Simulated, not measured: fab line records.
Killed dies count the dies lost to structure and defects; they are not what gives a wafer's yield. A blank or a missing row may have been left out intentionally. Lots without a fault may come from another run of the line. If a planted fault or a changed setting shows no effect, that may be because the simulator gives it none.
fab line records / flow n5_finfet / part 2 of 2: steps 17 to 17 of 17
record lots=7 wafers=19 last_day=18
route steps=1938 shown BEOL_M0_SAQP@655 BEOL_M4@1111 PASSIVATION@1936
lots that met no fault: from a run of the same line without faults
start_h: hours from the record's opening day to when the first of the lot's shown wafers began / wait_h: hours elapsed since this lot's preceding step / " identical to the entry in the row above / L1.1+2: a row that stands for several wafers / - no value, or no start was given / * or withheld: withheld / < > ~ a bound
route shown NAME@n: NAME is a module with steps in the file, n the number in the route of the first one / usual: mean and standard deviation over wafers with no fault / same: alike in all rows / chamber/n: place in a boat / sites: the reading at each site / _std_site: standard deviation across them / _edge_site: inner sites' mean taken away from outer sites' mean / radius_mm: for every site, how far away it sits from the centre of the wafer / mask NAME#n: copy n / behind: tool/chamber where the wafer was last shaped / hold: why the lot was held/for how many hours/how that ended / device: which transistor (n, p or np) failed to switch / end of line: the tests these same wafers got at the end of their route / a step without rows: its recipe alone / killed: dies lost to structure and defects at the first sort, not the wafer's yield / map: the dies of a wafer, with x for killed, . for not killed, _ for no die there
set.NAME: the setting the step ran with; set.NAME@STEP: the setting that earlier step ran with / model.NAME: the simulator's own value behind a step, which no gauge read
certain route steps with their lots: each step a table, each wafer a row
services: a tool's chamber out of use, with start hour (start_h, from the record's first day; less than 0 if before it), hours out, and reason
## steps
# step N5_PASSIVATION_PROBE_49
# usual defect_limited_yield=91.7/1.5 killed_at_M0_to_M3=32/10 killed_at_M4_up=14/5.3 killed_at_contacts=13/5.7 killed_at_front_end=37/10 killed_at_other=3.3/2.5 killed_dies=98/18 killed_open=65/13 killed_short=31/7.5 sort_bin_5_function=4.9/0.91 sort_bin_6_memory=3.1/0.71 sort_bin_8_speed=0.00/0.017 sort_n_pass=1082/18 sort_yield_pct=91.7/1.5
# same gross_dies=1180 killed_at_back_side=0 sort_bin_4_leakage[%]=0
lot.wafer=L307.1 tool=prober-02 chamber=- start_h=301.90 wait_h=0.0 defect_limited_yield[%]=92.9 killed_at_M0_to_M3=15 killed_at_M4_up=16 killed_at_contacts=6 killed_at_front_end=43 killed_at_other=4 killed_dies=84 killed_open=52 killed_short=26 sort_bin_5_function[%]=4.8 sort_bin_6_memory[%]=1.9 sort_bin_8_speed[%]=0 sort_n_pass=1096 sort_yield_pct[%]=92.9
lot.wafer=L307.3 tool=prober-02 chamber=- start_h=302.00 wait_h=0.1 defect_limited_yield[%]=91.3 killed_at_M0_to_M3=27 killed_at_M4_up=24 killed_at_contacts=14 killed_at_front_end=30 killed_at_other=8 killed_dies=103 killed_open=60 killed_short=39 sort_bin_5_function[%]=4.7 sort_bin_6_memory[%]=3.6 sort_bin_8_speed[%]=0 sort_n_pass=1077 sort_yield_pct[%]=91.3
lot.wafer=L307.5 tool=prober-02 chamber=- start_h=302.10 wait_h=0.2 defect_limited_yield[%]=92.6 killed_at_M0_to_M3=23 killed_at_M4_up=15 killed_at_contacts=9 killed_at_front_end=34 killed_at_other=6 killed_dies=87 killed_open=52 killed_short=33 sort_bin_5_function[%]=4.6 sort_bin_6_memory[%]=2.5 sort_bin_8_speed[%]=0 sort_n_pass=1093 sort_yield_pct[%]=92.6
lot.wafer=L312.2 tool=prober-02 chamber=- start_h=327.95 wait_h=0.1 defect_limited_yield[%]=92.9 killed_at_M0_to_M3=23 killed_at_M4_up=10 killed_at_contacts=13 killed_at_front_end=34 killed_at_other=4 killed_dies=84 killed_open=61 killed_short=22 sort_bin_5_function[%]=4.0 sort_bin_6_memory[%]=2.7 sort_bin_8_speed[%]=0.08 sort_n_pass=1096 sort_yield_pct[%]=92.9
lot.wafer=L312.4 tool=prober-02 chamber=- start_h=328.05 wait_h=0.2 defect_limited_yield[%]=92.5 killed_at_M0_to_M3=29 killed_at_M4_up=18 killed_at_contacts=17 killed_at_front_end=21 killed_at_other=4 killed_dies=89 killed_open=64 killed_short=24 sort_bin_5_function[%]=5.0 sort_bin_6_memory[%]=2.5 sort_bin_8_speed[%]=0 sort_n_pass=1091 sort_yield_pct[%]=92.5
lot.wafer=L312.5 tool=prober-02 chamber=- start_h=328.10 wait_h=0.2 defect_limited_yield[%]=94.6 killed_at_M0_to_M3=27 killed_at_M4_up=9 killed_at_contacts=6 killed_at_front_end=19 killed_at_other=3 killed_dies=64 killed_open=41 killed_short=21 sort_bin_5_function[%]=3.1 sort_bin_6_memory[%]=2.3 sort_bin_8_speed[%]=0 sort_n_pass=1116 sort_yield_pct[%]=94.6
lot.wafer=L306.2 tool=prober-01 chamber=- start_h=331.82 wait_h=0.1 defect_limited_yield[%]=89.2 killed_at_M0_to_M3=18 killed_at_M4_up=18 killed_at_contacts=17 killed_at_front_end=74 killed_at_other=1 killed_dies=128 killed_open=88 killed_short=36 sort_bin_5_function[%]=6.5 sort_bin_6_memory[%]=3.8 sort_bin_8_speed[%]=0 sort_n_pass=1052 sort_yield_pct[%]=89.2
lot.wafer=L306.3 tool=prober-01 chamber=- start_h=331.87 wait_h=0.1 defect_limited_yield[%]=91.7 killed_at_M0_to_M3=41 killed_at_M4_up=16 killed_at_contacts=10 killed_at_front_end=30 killed_at_other=1 killed_dies=98 killed_open=66 killed_short=31 sort_bin_5_function[%]=4.8 sort_bin_6_memory[%]=3.3 sort_bin_8_speed[%]=0 sort_n_pass=1082 sort_yield_pct[%]=91.7
lot.wafer=L306.4 tool=prober-01 chamber=- start_h=331.92 wait_h=0.2 defect_limited_yield[%]=92.3 killed_at_M0_to_M3=20 killed_at_M4_up=21 killed_at_contacts=16 killed_at_front_end=33 killed_at_other=1 killed_dies=91 killed_open=54 killed_short=32 sort_bin_5_function[%]=4.9 sort_bin_6_memory[%]=2.2 sort_bin_8_speed[%]=0 sort_n_pass=1089 sort_yield_pct[%]=92.3
lot.wafer=L321.1 tool=prober-01 chamber=- start_h=386.55 wait_h=0.0 defect_limited_yield[%]=91.7 killed_at_M0_to_M3=34 killed_at_M4_up=14 killed_at_contacts=7 killed_at_front_end=40 killed_at_other=3 killed_dies=98 killed_open=61 killed_short=34 sort_bin_5_function[%]=5.1 sort_bin_6_memory[%]=3.1 sort_bin_8_speed[%]=0 sort_n_pass=1082 sort_yield_pct[%]=91.7
lot.wafer=L321.6 tool=prober-01 chamber=- start_h=386.80 wait_h=0.3 defect_limited_yield[%]=92.0 killed_at_M0_to_M3=28 killed_at_M4_up=12 killed_at_contacts=9 killed_at_front_end=41 killed_at_other=4 killed_dies=94 killed_open=53 killed_short=36 sort_bin_5_function[%]=4.6 sort_bin_6_memory[%]=3.0 sort_bin_8_speed[%]=0 sort_n_pass=1086 sort_yield_pct[%]=92.0
lot.wafer=L324.1 tool=prober-02 chamber=- start_h=398.97 wait_h=0.0 defect_limited_yield[%]=92.9 killed_at_M0_to_M3=34 killed_at_M4_up=9 killed_at_contacts=15 killed_at_front_end=21 killed_at_other=5 killed_dies=84 killed_open=56 killed_short=28 sort_bin_5_function[%]=3.6 sort_bin_6_memory[%]=3.3 sort_bin_8_speed[%]=0 sort_n_pass=1096 sort_yield_pct[%]=92.9
lot.wafer=L324.2 tool=prober-02 chamber=- start_h=399.02 wait_h=0.1 defect_limited_yield[%]=93.6 killed_at_M0_to_M3=30 killed_at_M4_up=6 killed_at_contacts=13 killed_at_front_end=24 killed_at_other=2 killed_dies=75 killed_open=52 killed_short=23 sort_bin_5_function[%]=4.1 sort_bin_6_memory[%]=1.9 sort_bin_8_speed[%]=0 sort_n_pass=1105 sort_yield_pct[%]=93.6
lot.wafer=L324.5 tool=prober-02 chamber=- start_h=399.17 wait_h=0.2 defect_limited_yield[%]=93.4 killed_at_M0_to_M3=29 killed_at_M4_up=10 killed_at_contacts=9 killed_at_front_end=28 killed_at_other=2 killed_dies=78 killed_open=47 killed_short=30 sort_bin_5_function[%]=4.2 sort_bin_6_memory[%]=2.1 sort_bin_8_speed[%]=0 sort_n_pass=1102 sort_yield_pct[%]=93.4
lot.wafer=L327.1 tool=prober-02 chamber=- start_h=428.47 wait_h=0.0 defect_limited_yield[%]=91.4 killed_at_M0_to_M3=26 killed_at_M4_up=21 killed_at_contacts=8 killed_at_front_end=42 killed_at_other=4 killed_dies=101 killed_open=69 killed_short=32 sort_bin_5_function[%]=5.4 sort_bin_6_memory[%]=2.7 sort_bin_8_speed[%]=0 sort_n_pass=1079 sort_yield_pct[%]=91.4
lot.wafer=L327.6 tool=prober-02 chamber=- start_h=428.72 wait_h=0.3 defect_limited_yield[%]=90.7 killed_at_M0_to_M3=39 killed_at_M4_up=12 killed_at_contacts=12 killed_at_front_end=35 killed_at_other=12 killed_dies=110 killed_open=79 killed_short=31 sort_bin_5_function[%]=5.8 sort_bin_6_memory[%]=3.1 sort_bin_8_speed[%]=0 sort_n_pass=1070 sort_yield_pct[%]=90.7
lot.wafer=L329.1 tool=prober-01 chamber=- start_h=432.63 wait_h=0.0 defect_limited_yield[%]=94.1 killed_at_M0_to_M3=22 killed_at_M4_up=7 killed_at_contacts=9 killed_at_front_end=32 killed_at_other=0 killed_dies=70 killed_open=38 killed_short=32 sort_bin_5_function[%]=3.6 sort_bin_6_memory[%]=1.9 sort_bin_8_speed[%]=0 sort_n_pass=1110 sort_yield_pct[%]=94.1
lot.wafer=L329.3 tool=prober-01 chamber=- start_h=432.73 wait_h=0.1 defect_limited_yield[%]=92.7 killed_at_M0_to_M3=22 killed_at_M4_up=13 killed_at_contacts=23 killed_at_front_end=27 killed_at_other=1 killed_dies=86 killed_open=61 killed_short=25 sort_bin_5_function[%]=4.2 sort_bin_6_memory[%]=2.9 sort_bin_8_speed[%]=0 sort_n_pass=1094 sort_yield_pct[%]=92.7
lot.wafer=L329.6 tool=prober-01 chamber=- start_h=432.88 wait_h=0.3 defect_limited_yield[%]=91.9 killed_at_M0_to_M3=19 killed_at_M4_up=27 killed_at_contacts=18 killed_at_front_end=28 killed_at_other=3 killed_dies=95 killed_open=69 killed_short=23 sort_bin_5_function[%]=4.7 sort_bin_6_memory[%]=3.2 sort_bin_8_speed[%]=0 sort_n_pass=1085 sort_yield_pct[%]=91.9
# killed by level:class
L307.1 GATE_CUT:geometric_particle:short=12 STI_FIN_REVEAL:geometric_particle:open=9 BEOL_M4:geometric_particle:open=8 GATE_CUT:geometric_particle:open=5 FIN_SAQP:geometric_particle:short=4 MOL_CONTACT_COAG:geometric_particle:open=4 BEOL_M2:geometric_particle:open=4 BEOL_M5:geometric_particle:open=4
L307.3 MOL_CONTACT_COAG:geometric_particle:open=11 BEOL_M4:geometric_particle:short=7 BEOL_M4:geometric_particle:open=7 BEOL_M0_SAQP:geometric_particle:short=6 BEOL_M0_SAQP:geometric_particle:open=6 BEOL_M3:geometric_particle:open=6 STI_FIN_REVEAL:geometric_particle:open=4 FIN_SAQP:geometric_particle:short=3
L307.5 GATE_CUT:geometric_particle:short=9 MOL_CONTACT_COAG:geometric_particle:open=8 BEOL_M2:geometric_particle:open=6 BEOL_M4:geometric_particle:open=6 STARTING-WAFER:geometric_particle:open=5 BEOL_M0_SAQP:geometric_particle:open=4 FIN_SAQP:geometric_particle:short=3 GATE_CUT:geometric_particle:open=3
L312.2 MOL_CONTACT_COAG:geometric_particle:open=11 FIN_SAQP:geometric_particle:open=9 BEOL_M0_SAQP:geometric_particle:open=7 GATE_CUT:geometric_particle:open=6 DUMMY_GATE:geometric_particle:open=5 BEOL_M0_SAQP:geometric_particle:short=4 BEOL_M4:geometric_particle:open=4 STARTING-WAFER:geometric_particle:open=4
L312.4 MOL_CONTACT_COAG:geometric_particle:open=12 BEOL_M4:geometric_particle:open=11 BEOL_M2:geometric_particle:open=10 BEOL_M3:geometric_particle:open=7 MOL_CONTACT_COAG:geometric_particle:short=5 GATE_CUT:geometric_particle:short=4 BEOL_M0_SAQP:geometric_particle:short=4 BEOL_M0_SAQP:geometric_particle:open=4
L312.5 BEOL_M0_SAQP:geometric_particle:open=6 BEOL_M2:geometric_particle:open=6 MOL_CONTACT_COAG:geometric_particle:open=4 BEOL_M0_SAQP:geometric_particle:short=4 DUMMY_GATE:geometric_particle:open=3 BEOL_M1:geometric_particle:short=3 BEOL_M3:geometric_particle:open=3 FIN_SAQP:geometric_particle:open=2
L306.2 STI_FIN_REVEAL:geometric_particle:open=28 MOL_CONTACT_COAG:geometric_particle:open=13 FIN_SAQP:geometric_particle:open=11 DUMMY_GATE:geometric_particle:open=11 FIN_SAQP:geometric_particle:short=9 STI_FIN_REVEAL:geometric_particle:short=7 BEOL_M4:geometric_particle:open=7 MOL_CONTACT_COAG:geometric_particle:short=4
L306.3 BEOL_M0_SAQP:geometric_particle:open=13 BEOL_M1:geometric_particle:open=10 BEOL_M4:geometric_particle:open=9 FIN_SAQP:geometric_particle:open=7 DUMMY_GATE:geometric_particle:open=7 MOL_CONTACT_COAG:geometric_particle:open=7 BEOL_M0_SAQP:geometric_particle:short=7 DUMMY_GATE:geometric_particle:short=4
L306.4 MOL_CONTACT_COAG:geometric_particle:open=11 BEOL_M4:geometric_particle:open=10 STI_FIN_REVEAL:geometric_particle:open=6 STI_FIN_REVEAL:geometric_particle:short=5 MOL_CONTACT_COAG:geometric_particle:short=5 HKMG_FIN:area_etch=5 BEOL_M0_SAQP:geometric_particle:short=4 BEOL_M0_SAQP:geometric_particle:open=4
L321.1 FIN_SAQP:geometric_particle:short=11 DUMMY_GATE:geometric_particle:open=9 FIN_SAQP:geometric_particle:open=7 MOL_CONTACT_COAG:geometric_particle:open=5 BEOL_M0_SAQP:geometric_particle:open=5 BEOL_M1:geometric_particle:open=5 BEOL_M2:geometric_particle:open=5 STI_FIN_REVEAL:geometric_particle:open=4
L321.6 FIN_SAQP:geometric_particle:open=13 FIN_SAQP:geometric_particle:short=8 BEOL_M0_SAQP:geometric_particle:open=8 BEOL_M0_SAQP:geometric_particle:short=7 MOL_CONTACT_COAG:geometric_particle:open=6 STARTING-WAFER:geometric_particle:short=4 DUMMY_GATE:geometric_particle:open=3 MOL_CONTACT_COAG:geometric_particle:short=3
L324.1 MOL_CONTACT_COAG:geometric_particle:open=12 BEOL_M0_SAQP:geometric_particle:open=10 STI_FIN_REVEAL:geometric_particle:open=9 BEOL_M0_SAQP:geometric_particle:short=9 BEOL_M2:geometric_particle:open=8 MOL_CONTACT_COAG:geometric_particle:short=3 BEOL_M1:geometric_particle:open=3 BEOL_M1:geometric_particle:short=3
L324.2 MOL_CONTACT_COAG:geometric_particle:open=11 BEOL_M2:geometric_particle:open=9 BEOL_M0_SAQP:geometric_particle:short=8 STI_FIN_REVEAL:geometric_particle:open=6 FIN_CUT:geometric_particle:open=4 BEOL_M0_SAQP:geometric_particle:open=4 STI_FIN_REVEAL:geometric_particle:short=3 GATE_CUT:geometric_particle:open=3
L324.5 MOL_CONTACT_COAG:geometric_particle:open=7 STARTING-WAFER:geometric_particle:short=7 BEOL_M0_SAQP:geometric_particle:short=6 BEOL_M0_SAQP:geometric_particle:open=5 DUMMY_GATE:geometric_particle:open=5 BEOL_M2:geometric_particle:open=5 STI_FIN_REVEAL:geometric_particle:open=4 BEOL_M3:geometric_particle:open=4
L327.1 STI_FIN_REVEAL:geometric_particle:open=9 FIN_SAQP:geometric_particle:open=7 BEOL_M3:geometric_particle:open=6 BEOL_M1:geometric_particle:open=6 FIN_CUT:geometric_particle:short=5 DUMMY_GATE:geometric_particle:open=5 MOL_CONTACT_COAG:geometric_particle:open=5 FIN_SAQP:geometric_particle:short=4
L327.6 STI_FIN_REVEAL:geometric_particle:open=19 BEOL_M2:geometric_particle:open=18 MOL_CONTACT_COAG:geometric_particle:open=9 BEOL_M2:geometric_particle:short=7 PASS1_CAP:geometric_particle:open=6 BEOL_M4:geometric_particle:open=5 GATE_CUT:geometric_particle:short=4 BEOL_M0_SAQP:geometric_particle:open=4
L329.1 MOL_CONTACT_COAG:geometric_particle:open=7 STARTING-WAFER:geometric_particle:short=7 DUMMY_GATE:geometric_particle:open=6 BEOL_M4:geometric_particle:open=5 ILD0:geometric_particle:short=5 BEOL_M0_SAQP:geometric_particle:short=5 BEOL_M1:geometric_particle:short=5 FIN_SAQP:geometric_particle:open=4
L329.3 MOL_CONTACT_COAG:geometric_particle:open=18 BEOL_M3:geometric_particle:open=8 BEOL_M0_SAQP:geometric_particle:open=6 DUMMY_GATE:geometric_particle:open=5 MOL_CONTACT_COAG:geometric_particle:short=5 BEOL_M4:geometric_particle:open=5 ILD0:geometric_particle:open=4 FIN_SAQP:geometric_particle:short=3
L329.6 MOL_CONTACT_COAG:geometric_particle:open=15 BEOL_M4:geometric_particle:open=15 BEOL_M3:geometric_particle:open=8 STI_FIN_REVEAL:geometric_particle:open=5 DUMMY_GATE:geometric_particle:open=4 BEOL_M4:geometric_particle:short=4 BEOL_M0_SAQP:geometric_particle:open=4 MOL_CONTACT_COAG:geometric_particle:short=3
## services
tool=ald_sin-02 chamber=1 start_h=106.60 hours=13.3 kind=repair
tool=rie_si-02 chamber=- start_h=116.96 hours=0.6 kind=repair
tool=rie_si-03 chamber=3 start_h=124.66 hours=11.5 kind=repair
tool=rie_diel-02 chamber=2 start_h=161.44 hours=8.3 kind=repair
tool=rie_si-02 chamber=0 start_h=175.06 hours=1.9 kind=repair
tool=ald_sin-01 chamber=- start_h=178.19 hours=14.0 kind=pm
tool=rie_diel-06 chamber=1 start_h=180.43 hours=- kind=clean
tool=rie_diel-06 chamber=1 start_h=180.43 hours=- kind=consumable_replace:focus_ring
tool=rie_diel-06 chamber=1 start_h=180.43 hours=- kind=consumable_replace:showerhead
tool=rie_diel-06 chamber=1 start_h=180.43 hours=19.7 kind=scheduled_down
tool=rie_diel-06 chamber=1 start_h=180.43 hours=19.7 kind=vent_cycle
tool=rie_diel-02 chamber=1 start_h=183.49 hours=5.8 kind=repair
tool=rie_si-02 chamber=- start_h=194.53 hours=0.6 kind=repair
tool=rie_diel-02 chamber=- start_h=199.34 hours=2.8 kind=pm
tool=rie_si-02 chamber=0 start_h=216.15 hours=- kind=clean
tool=rie_si-02 chamber=0 start_h=216.15 hours=25.4 kind=scheduled_down
tool=rie_si-02 chamber=0 start_h=216.15 hours=25.4 kind=vent_cycle
tool=ald_sin-04 chamber=0 start_h=216.77 hours=4.9 kind=repair
tool=ald_sin-02 chamber=- start_h=223.80 hours=15.6 kind=pm
tool=rie_diel-04 chamber=0 start_h=228.92 hours=- kind=clean
tool=rie_si-03 chamber=2 start_h=241.50 hours=- kind=clean
tool=rie_si-03 chamber=2 start_h=241.50 hours=21.4 kind=scheduled_down
tool=rie_si-03 chamber=2 start_h=241.50 hours=21.4 kind=vent_cycle
tool=ald_sin-01 chamber=- start_h=255.16 hours=6.1 kind=pm
